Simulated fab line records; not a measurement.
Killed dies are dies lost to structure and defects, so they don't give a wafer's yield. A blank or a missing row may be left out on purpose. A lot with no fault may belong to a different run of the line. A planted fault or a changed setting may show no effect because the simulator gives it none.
Chamber matching / flow nandHarc / cmp-02 running NHARC_P_CONTACT_CMP_24: 4 sister chambers
The step polishes, t overpolish 30 s, target thk 200 nm. 4 wafers are shown with their chamber, then 11 later ones without.

== WAFERS, EACH WITH ITS CHAMBER ==
wafer=L084.5; chamber=3; motorCurrentA (A)=14.2
wafer=L085.1; chamber=0; motorCurrentA (A)=12.5
wafer=L085.5; chamber=1; motorCurrentA (A)=12.8
wafer=L088.1; chamber=2; motorCurrentA (A)=10.4

== WAFERS WITH NO CHAMBER GIVEN ==
wafer=L088.3; motorCurrentA (A)=13.7
wafer=L088.4; motorCurrentA (A)=13.6
wafer=L091.1; motorCurrentA (A)=14.0
wafer=L091.2; motorCurrentA (A)=12.5
wafer=L091.3; motorCurrentA (A)=12.2
wafer=L094.1; motorCurrentA (A)=12.2
wafer=L094.2; motorCurrentA (A)=14.5
wafer=L094.5; motorCurrentA (A)=14.3
wafer=L094.3; motorCurrentA (A)=12.9
wafer=L094.4; motorCurrentA (A)=9.7
wafer=L094.6; motorCurrentA (A)=12.7

== WHICH CHAMBER EACH ONE RAN IN ==
wafer=L088.3; from the rows above=can't be placed: 3 or 1 or 0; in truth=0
wafer=L088.4; from the rows above=can't be placed: 3 or 1 or 0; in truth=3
wafer=L091.1; from the rows above=3; in truth=3
wafer=L091.2; from the rows above=can't be placed: 0 or 1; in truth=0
wafer=L091.3; from the rows above=can't be placed: 0 or 1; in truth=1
wafer=L094.1; from the rows above=can't be placed: 0 or 1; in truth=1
wafer=L094.2; from the rows above=3; in truth=3
wafer=L094.5; from the rows above=3; in truth=3
wafer=L094.3; from the rows above=can't be placed: 1 or 0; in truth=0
wafer=L094.4; from the rows above=2; in truth=2
wafer=L094.6; from the rows above=can't be placed: 1 or 0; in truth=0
4 of 11 placed correctly. Not placeable from these rows: 7 (in 7, the candidates include the true chamber). 0 placed wrongly.
How it was worked out, from the rows above alone: a wafer's distance from a chamber is the root of the sum, over the readings, of the square of ((its reading less the chamber's mean) divided by the reading's scatter). If the next closest chamber is less than 2 further off than the closest, the wafer can't be placed; otherwise it belongs to the closest. The mean given for a chamber averages the wafers shown for that chamber. The scatter (one wafer shown for each chamber): square how far every hidden wafer sits from the nearest shown wafer, average those squares and take the square root.
